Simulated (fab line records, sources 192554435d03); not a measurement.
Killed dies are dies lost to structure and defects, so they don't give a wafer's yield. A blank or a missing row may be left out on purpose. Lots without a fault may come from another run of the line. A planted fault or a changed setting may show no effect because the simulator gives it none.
Which tool did it? | flow n5_finfet | 14 lots, 40 wafers sampled, at 7 steps of a route of 1938

WHAT THE GAUGES READ, wafer by wafer
N5_SD_EPI_P_EPI_MEAS_23.
lot  | measured    | on            | thk_nm (nm)
L124 | day 3 16:20 | film_metro-01 | 60.2 59.8
L126 | day 3 23:54 | film_metro-02 | 60.1 61.7 61.2
L127 | day 4 04:24 | film_metro-01 | 60.1 61.8 61.1
L128 | day 4 11:31 | film_metro-01 | 60.6 61.6 61.1
L129 | day 4 15:23 | film_metro-02 | 62.4 60.1 60.3
L130 | day 4 21:58 | film_metro-02 | 61.1 60.9 60.1
L132 | day 5 10:17 | film_metro-02 | 60.9 60.8 61.8
L134 | day 5 21:01 | film_metro-01 | 62.6 62.2 60.3
L138 | day 6 23:29 | film_metro-02 | 1.5 1.8 1.8
L139 | day 7 05:39 | film_metro-01 | 1.1 1.6 0.3
L142 | day 7 20:01 | film_metro-02 | 62.0 60.2 62.5
L143 | day 8 05:13 | film_metro-01 | 60.3 59.6
L145 | day 8 17:19 | film_metro-01 | 64.4 60.5 60.5
L147 | day 9 03:29 | film_metro-01 | 61.1 59.4 60.2

N5_SD_ACTIVATION_RS_MEAS_03: measures by four-point-probe.
lot  | measured    | on            | RS_SD_N (ohm/sq)  | RS_SD_P (ohm/sq)
L124 | day 3 16:57 | film_metro-01 | 21.95 22.04       | 55.9 55.4
L126 | day 4 00:30 | film_metro-02 | 21.59 21.72 21.76 | 56.5 55.4 55.3
L127 | day 4 05:10 | film_metro-01 | 21.49 21.46 21.71 | 54.5 54.7 54.7
L128 | day 4 12:16 | film_metro-01 | 22.10 21.95 21.98 | 55.3 55.4 54.7
L129 | day 4 16:00 | film_metro-01 | 21.67 21.60 21.62 | 57.7 56.3 57.4
L130 | day 4 22:40 | film_metro-01 | 22.73 22.69 22.68 | 55.7 56.2 56.2
L132 | day 5 10:53 | film_metro-02 | 21.83 21.61 21.77 | 56.5 57.0 56.6
L134 | day 5 21:47 | film_metro-02 | 22.12 21.96 22.14 | 55.3 55.1 57.3
L138 | day 7 00:22 | film_metro-02 | 21.91 21.88 22.06 | - - -
L139 | day 7 06:16 | film_metro-02 | 22.03 21.88 21.69 | - - -
L142 | day 7 20:50 | film_metro-02 | 21.73 21.85 22.03 | 54.8 56.7 55.9
L143 | day 8 05:51 | film_metro-01 | 21.42 21.89       | 55.3 57.2
L145 | day 8 17:56 | film_metro-02 | 21.80 21.81 21.96 | 55.0 54.9 55.6
L147 | day 9 04:07 | film_metro-02 | 22.02 22.14 21.69 | 57.5 59.1 57.5

N5_BEOL_M4_RC_MEAS_101.
lot  | measured     | on        | CJ_P        | DIBL_N (mV/V)  | DIBL_P (mV/V)  | EOT_P             | IGATE_P (nA/um)      | IOFF_N (nA/um) | IOFF_P (nA/um) | IOFF_P_85C (nA/um) | IOFF_P_LIN (nA/um) | IOFF_P_LONG (nA/um)        | ION_N (uA/um) | ION_P (uA/um) | RC_DENSE_P (ohm.um) | RC_P (ohm.um)  | REXT_P (ohm.um)   | RS_SD_P (ohm/sq) | SS_N (mV/dec)  | SS_P (mV/dec)  | VT_N (mV)   | VT_P (mV)      | VT_P_LONG (mV)       | VT_P_LVT (mV)
L124 | day 8 07:03  | prober-02 | 6.1 5.8     | 38.0 38.1      | 37.1 37.0      | 10.41 10.67       | 0.0040 0.0028        | 0.19 0.19      | 0.23 0.22      | 4.0 3.8            | 0.107 0.103        | 0.000111 0.000106          | 692 686       | 470 465       | 22.7 22.4           | 18.5 18.1      | 102.9 103.5       | 65.1 65.2        | 72.1 71.9      | 73.5 73.8      | 247 249     | -248 -252      | -275.7 -273.4        | -99 -100
L126 | day 8 09:48  | prober-01 | 5.8 5.6 5.4 | 36.6 35.3 35.0 | 36.9 34.8 34.3 | 10.58 10.59 10.53 | 0.0029 0.0035 0.0031 | 0.16 0.14 0.13 | 0.21 0.18 0.19 | 3.6 3.2 3.2        | 0.100 0.091 0.092  | 0.00011 0.000106 0.000103  | 677 687 670   | 460 471 463   | 23.5 23.1 24.1      | 19.3 19.0 19.5 | 98.9 98.5 98.9    | 66.3 65.3 64.7   | 71.8 70.9 71.4 | 72.8 72.4 72.1 | 248 249 249 | -249 -251 -249 | -274.9 -274.3 -273.9 | -99 -99 -100
L127 | day 9 04:04  | prober-02 | 6.0 6.2 6.0 | 36.6 35.0 37.3 | 35.9 33.7 37.3 | 10.42 10.58 10.44 | 0.0044 0.0033 0.0038 | 0.18 0.14 0.20 | 0.23 0.18 0.25 | 4.0 3.3 4.4        | 0.106 0.091 0.114  | 0.000115 0.000118 0.000114 | 688 659 688   | 476 447 469   | 23.6 23.6 24.5      | 19.3 19.5 19.9 | 97.2 97.7 97.9    | 64.4 65.4 66.0   | 71.7 71.1 71.7 | 73.7 72.8 74.3 | 245 251 241 | -248 -252 -246 | -273.9 -276.3 -274.9 | -94 -99 -94
L128 | day 9 07:08  | prober-02 | 6.0 6.2 5.7 | 32.9 34.0 33.6 | 33.1 35.1 35.0 | 10.37 10.41 10.37 | 0.0045 0.0040 0.0037 | 0.10 0.12 0.10 | 0.15 0.18 0.17 | 2.7 3.3 3.1        | 0.076 0.091 0.085  | 0.000104 0.000109 0.0001   | 650 658 643   | 449 463 454   | 23.9 24.4 23.1      | 19.3 19.8 18.9 | 99.3 97.6 96.8    | 65.6 65.2 65.3   | 71.1 71.1 70.4 | 71.9 72.5 73.3 | 256 254 257 | -252 -250 -252 | -275.1 -276.4 -275.0 | -103 -101 -102
L129 | day 9 17:11  | prober-02 | 5.8 6.0 5.9 | 38.1 38.1 37.6 | 38.2 38.2 37.4 | 10.63 10.54 10.60 | 0.0024 0.0025 0.0027 | 0.18 0.17 0.17 | 0.24 0.24 0.23 | 4.0 4.0 3.9        | 0.109 0.109 0.106  | 0.000105 0.000106 0.000107 | 681 670 672   | 465 457 463   | 24.0 24.3 23.2      | 19.5 19.7 19.0 | 99.2 98.4 99.3    | 67.2 66.5 67.0   | 72.1 72.8 72.0 | 74.5 73.7 73.8 | 247 251 248 | -249 -247 -251 | -278.3 -276.0 -275.8 | -97 -98 -98
L130 | day 9 14:08  | prober-01 | 5.3 5.6 5.6 | 34.8 35.7 35.7 | 34.5 36.2 36.0 | 10.63 10.55 10.46 | 0.0030 0.0030 0.0038 | 0.13 0.16 0.16 | 0.20 0.22 0.23 | 3.4 3.8 3.8        | 0.096 0.105 0.106  | 0.000107 0.000111 0.000109 | 665 680 675   | 456 470 476   | 23.5 24.0 23.4      | 19.1 19.6 19.0 | 101.4 101.9 100.7 | 65.4 65.9 65.6   | 71.7 71.5 71.6 | 72.6 73.6 72.8 | 248 248 249 | -251 -246 -249 | -273.9 -273.3 -273.0 | -99 -98 -97
L132 | day 9 21:13  | prober-01 | 6.0 5.9 6.2 | 35.8 39.0 36.4 | 36.1 40.3 37.6 | 10.56 10.62 10.54 | 0.0041 0.0031 0.0037 | 0.17 0.22 0.18 | 0.22 0.29 0.25 | 3.7 4.7 4.1        | 0.108 0.128 0.117  | 0.000115 0.000111 0.000119 | 674 679 686   | 459 463 467   | 23.0 22.4 23.3      | 18.7 18.2 19.0 | 98.4 100.2 99.1   | 66.2 66.4 67.4   | 72.0 72.3 70.7 | 72.8 73.5 74.2 | 245 248 248 | -247 -244 -245 | -273.5 -271.7 -273.1 | -96 -95 -96
L134 | day 10 10:59 | prober-02 | 6.1 6.0 5.4 | 36.6 39.9 39.2 | 35.6 38.2 39.2 | 10.57 10.41 10.47 | 0.0029 0.0035 0.0038 | 0.15 0.20 0.21 | 0.20 0.24 0.23 | 3.4 3.9 3.9        | 0.095 0.107 0.106  | 0.000103 0.000101 9.2e-05  | 679 688 693   | 463 464 468   | 23.4 24.1 24.0      | 19.2 19.9 19.6 | 101.1 102.0 103.5 | 64.9 65.4 67.0   | 71.3 72.2 72.0 | 73.9 74.2 74.3 | 250 248 246 | -251 -248 -249 | -276.5 -277.8 -276.3 | -101 -99 -99
L138 | day 11 22:15 | prober-01 | - - -       | 38.9 39.1 36.9 | - - -          | - - -             | - - -                | 0.21 0.21 0.16 | - - -          | - - -              | - - -              | - - -                      | 693 697 672   | - - -         | - - -               | - - -          | - - -             | - - -            | 72.0 71.6 71.2 | - - -          | 242 247 247 | - - -          | - - -                | - - -
L139 | day 12 00:21 | prober-02 | - - -       | 37.5 37.6 33.6 | - - -          | - - -             | - - -                | 0.17 0.17 0.12 | - - -          | - - -              | - - -              | - - -                      | 675 680 682   | - - -         | - - -               | - - -          | - - -             | - - -            | 72.2 72.6 70.6 | - - -          | 249 250 253 | - - -          | - - -                | - - -
L142 | day 12 08:16 | prober-01 | 5.5 5.5 5.0 | 37.2 36.1 37.1 | 38.9 38.3 38.6 | 10.48 10.50 10.51 | 0.0036 0.0039 0.0038 | 0.16 0.16 0.17 | 0.20 0.20 0.21 | 3.6 3.6 3.6        | 0.097 0.099 0.099  | 8.9e-05 9.6e-05 8.8e-05    | 670 680 685   | 458 470 465   | 24.4 22.6 22.6      | 19.9 18.6 18.4 | 103.1 100.4 104.2 | 64.7 66.4 65.7   | 71.8 71.5 72.0 | 73.8 73.7 73.9 | 249 249 251 | -255 -251 -250 | -278.6 -277.1 -279.5 | -100 -101 -101
L143 | day 13 05:14 | prober-02 | 5.9 5.6     | 34.1 36.5      | 34.6 36.2      | 10.55 10.57       | 0.0036 0.0035        | 0.12 0.16      | 0.19 0.19      | 3.4 3.3            | 0.094 0.090        | 0.0001 9.2e-05             | 664 652       | 465 443       | 22.6 23.7           | 18.7 19.5      | 92.6 98.8         | 64.7 66.0        | 71.1 72.1      | 73.1 74.3      | 257 251     | -251 -254      | -277.4 -280.0        | -104 -106
L145 | day 13 07:56 | prober-02 | 5.1 5.7 5.3 | 35.1 39.0 39.5 | 34.5 38.9 40.1 | 10.40 10.50 10.55 | 0.0038 0.0030 0.0031 | 0.12 0.17 0.18 | 0.15 0.20 0.21 | 2.7 3.5 3.7        | 0.074 0.092 0.095  | 8.1e-05 8.6e-05 8.1e-05    | 673 664 679   | 450 453 456   | 23.7 24.7 24.9      | 19.4 20.1 20.3 | 98.6 98.2 98.8    | 64.4 65.5 65.7   | 70.5 72.7 72.6 | 73.3 74.4 73.8 | 255 254 256 | -255 -252 -253 | -281.6 -281.9 -278.7 | -107 -103 -103
L147 | day 14 02:49 | prober-01 | 5.7 5.4 5.6 | 36.4 36.0 33.9 | 36.3 36.5 33.8 | 10.61 10.55 10.56 | 0.0032 0.0030 0.0034 | 0.15 0.14 0.12 | 0.18 0.18 0.16 | 3.3 3.3 2.8        | 0.088 0.088 0.079  | 9.1e-05 8.7e-05 8.9e-05    | 654 671 669   | 446 454 458   | 24.9 25.2 24.7      | 20.7 20.7 20.1 | 104.9 105.8 104.7 | 66.9 68.5 67.9   | 71.6 71.5 70.8 | 73.3 73.3 71.7 | 257 254 254 | -255 -254 -256 | -278.0 -277.9 -277.5 | -103 -104 -104

WHICH TOOL RAN EACH LOT (tool, then ch and the chambers of the sampled wafers, then the start)
lot  | N5_SD_EPI_N_LINER_46             | N5_SD_EPI_P_PRECLEAN_51        | N5_SD_ACTIVATION_RTA_00         | N5_ILD0_LINER_00
L124 | ald_sin-01 ch 0,2, day 3 11:11   | epi_rpcvd-03 ch 0, day 3 12:58 | rtp_anneal-02 ch 0, day 3 16:34 | ald_sin-01 ch 1,3, day 3 17:17
L126 | ald_sin-03 ch 2,3, day 3 19:36   | epi_rpcvd-03 ch 0, day 3 21:20 | rtp_anneal-01 ch 0, day 4 00:06 | ald_sin-01 ch 1,2, day 4 00:58
L127 | ald_sin-01 ch 1,3, day 4 00:07   | epi_rpcvd-04 ch 0, day 4 01:50 | rtp_anneal-02 ch 0, day 4 04:46 | ald_sin-01 ch 0,1,2, day 4 05:37
L128 | ald_sin-01 ch 0,1,2, day 4 06:58 | epi_rpcvd-01 ch 0, day 4 08:57 | rtp_anneal-02 ch 0, day 4 11:52 | ald_sin-04 ch 0,1,2, day 4 12:40
L129 | ald_sin-02 ch 0,2, day 4 11:04   | epi_rpcvd-03 ch 0, day 4 12:51 | rtp_anneal-02 ch 0, day 4 15:37 | ald_sin-01 ch 0,1, day 4 16:20
L130 | ald_sin-02 ch 1,2, day 4 17:40   | epi_rpcvd-04 ch 0, day 4 19:26 | rtp_anneal-01 ch 0, day 4 22:16 | ald_sin-02 ch 0,1,2, day 4 23:05
L132 | ald_sin-01 ch 1,3, day 5 05:30   | epi_rpcvd-01 ch 0, day 5 07:44 | rtp_anneal-02 ch 0, day 5 10:29 | ald_sin-01 ch 1,2, day 5 11:23
L134 | ald_sin-03 ch 0,1,2, day 5 16:43 | epi_rpcvd-01 ch 0, day 5 18:28 | rtp_anneal-01 ch 0, day 5 21:23 | ald_sin-02 ch 1,2,3, day 5 22:16
L138 | ald_sin-02 ch 0,2,3, day 6 19:11 | epi_rpcvd-04, day 6 20:55      | rtp_anneal-02 ch 0, day 6 23:57 | ald_sin-04 ch 0,1,2, day 7 00:51
L139 | ald_sin-01 ch 1,3, day 7 01:02   | epi_rpcvd-01, day 7 03:07      | rtp_anneal-01 ch 0, day 7 05:53 | ald_sin-01 ch 0,1,3, day 7 06:37
L142 | ald_sin-03 ch 0,2,3, day 7 15:52 | epi_rpcvd-01 ch 0, day 7 17:29 | rtp_anneal-01 ch 0, day 7 20:17 | ald_sin-04 ch 1,2, day 7 21:10
L143 | ald_sin-03 ch 0,1, day 8 00:55   | epi_rpcvd-04 ch 0, day 8 02:41 | rtp_anneal-02 ch 0, day 8 05:27 | ald_sin-02 ch 0,2, day 8 06:31
L145 | ald_sin-01 ch 0,2,3, day 8 12:25 | epi_rpcvd-04 ch 0, day 8 14:46 | rtp_anneal-01 ch 0, day 8 17:31 | ald_sin-04 ch 0,1,2, day 8 18:18
L147 | ald_sin-01 ch 1,2,3, day 8 23:13 | epi_rpcvd-04 ch 0, day 9 00:56 | rtp_anneal-02 ch 0, day 9 03:43 | ald_sin-02 ch 0,1,2, day 9 04:35
- N5_SD_EPI_N_LINER_46: material SiNx, target thk 3 nm.
- N5_SD_EPI_P_PRECLEAN_51: cleans in NF3:NH3, afs cycles 1, time 20 s, sublimation time 60 s.
- N5_SD_ACTIVATION_RTA_00: time 0 s.
- N5_ILD0_LINER_00: material SiNx, target thk 4 nm, pulse time 1 s, purge time 2 s.

WHAT THE TOOLS THEMSELVES READ (means of the sampled wafers that have a number; where no wafer has one, the mark that the record gives instead)
N5_SD_EPI_N_LINER_46.
lot  | tool       | heater_power_w (W)
L124 | ald_sin-01 | 844
L126 | ald_sin-03 | 853
L127 | ald_sin-01 | 710
L128 | ald_sin-01 | 810
L129 | ald_sin-02 | 834
L130 | ald_sin-02 | 888
L132 | ald_sin-01 | 732
L134 | ald_sin-03 | 799
L138 | ald_sin-02 | 825
L139 | ald_sin-01 | 704
L142 | ald_sin-03 | 814
L143 | ald_sin-03 | 764
L145 | ald_sin-01 | 806
L147 | ald_sin-01 | 781

N5_SD_EPI_P_PRECLEAN_51.
lot  | tool         | chamber_pressure_Torr (Torr) | sublimation_temp_c (C)
L124 | epi_rpcvd-03 | 3.005                        | 180.07
L126 | epi_rpcvd-03 | 2.999                        | 179.84
L127 | epi_rpcvd-04 | 2.998                        | 179.77
L128 | epi_rpcvd-01 | 3.001                        | 180.12
L129 | epi_rpcvd-03 | 2.999                        | 179.61
L130 | epi_rpcvd-04 | 3.004                        | 180.13
L132 | epi_rpcvd-01 | 3.003                        | 179.98
L134 | epi_rpcvd-01 | 3.000                        | 180.01
L138 | epi_rpcvd-04 | -                            | -
L139 | epi_rpcvd-01 | -                            | -
L142 | epi_rpcvd-01 | 2.992                        | 180.05
L143 | epi_rpcvd-04 | 2.995                        | 179.96
L145 | epi_rpcvd-04 | 3.003                        | 180.02
L147 | epi_rpcvd-04 | 2.997                        | 180.17

N5_SD_ACTIVATION_RTA_00.
lot  | tool          | lamp_power_pct (%) | lamp_zone_1_pct (%) | lamp_zone_3_pct (%) | wafer_temp_C_max
L124 | rtp_anneal-02 | 9.02               | 8.975               | 8.977               | 973.0
L126 | rtp_anneal-01 | 8.97               | 8.954               | 8.937               | 975.3
L127 | rtp_anneal-02 | 8.96               | 8.972               | 8.959               | 972.4
L128 | rtp_anneal-02 | 8.91               | 8.966               | 8.955               | 974.9
L129 | rtp_anneal-02 | 8.97               | 8.959               | 8.953               | 973.8
L130 | rtp_anneal-01 | 8.98               | 8.963               | 8.934               | 973.7
L132 | rtp_anneal-02 | 8.97               | 8.961               | 8.965               | 975.2
L134 | rtp_anneal-01 | 8.99               | 8.975               | 8.961               | 974.3
L138 | rtp_anneal-02 | 8.93               | 8.924               | 8.952               | 974.3
L139 | rtp_anneal-01 | 8.98               | 8.957               | 8.958               | 973.5
L142 | rtp_anneal-01 | 8.91               | 8.946               | 8.981               | 974.5
L143 | rtp_anneal-02 | 8.92               | 8.927               | 8.951               | 971.1
L145 | rtp_anneal-01 | 8.89               | 8.930               | 8.942               | 974.9
L147 | rtp_anneal-02 | 8.92               | 8.968               | 8.914               | 974.9

N5_ILD0_LINER_00.
lot  | tool       | heater_power_w (W) | precursor_pulse_height_rel
L124 | ald_sin-01 | 722                | 1.030
L126 | ald_sin-01 | 772                | 1.004
L127 | ald_sin-01 | 801                | 1.004
L128 | ald_sin-04 | 833                | 0.988
L129 | ald_sin-01 | 760                | 1.015
L130 | ald_sin-02 | 862                | 1.008
L132 | ald_sin-01 | 825                | 1.007
L134 | ald_sin-02 | 851                | 0.976
L138 | ald_sin-04 | 836                | 1.007
L139 | ald_sin-01 | 751                | 0.997
L142 | ald_sin-04 | 862                | 1.019
L143 | ald_sin-02 | 856                | 0.998
L145 | ald_sin-04 | 820                | 0.995
L147 | ald_sin-02 | 860                | 1.012

THE ANSWER, worked out from the rows above alone
Rule: what is usual is taken from the lots themselves. Put in order of their means at a reading, lots are off if they are a third of the lots or fewer, leave a main group of 4 or more, and stand apart from it by a gap of 3 or more times the standard deviation of the main group's means; of several such gaps the widest counts. A main group whose means are all the same, to the digits that the tables above print for the reading, isn't used. A lot without any number at a reading at which 4 lots or more have one is off too. The other lots that the step has rows for count as sound. The gauges are gone through in route order, then the tools' own readings, and for those a lot's mean is taken as printed above. The first step at which some lot is off is used, and at that step the reading that is off furthest; a lot without a number counts as furthest.
Off: L138, L139, at N5_SD_EPI_P_EPI_MEAS_23 (thk_nm). The main group: mean 60.9 nm, standard deviation 0.59.
A tool fits if, at a process step before that reading, it ran every lot that is off, and no sound lot after the first of them. The gauges at N5_SD_EPI_P_EPI_MEAS_23 aren't tried: what is off there is off at N5_BEOL_M4_RC_MEAS_101 too, on other tools, and a gauge's error can't cause that. None of those tried fits.

WHAT THE SIMULATOR HAD PUT IN
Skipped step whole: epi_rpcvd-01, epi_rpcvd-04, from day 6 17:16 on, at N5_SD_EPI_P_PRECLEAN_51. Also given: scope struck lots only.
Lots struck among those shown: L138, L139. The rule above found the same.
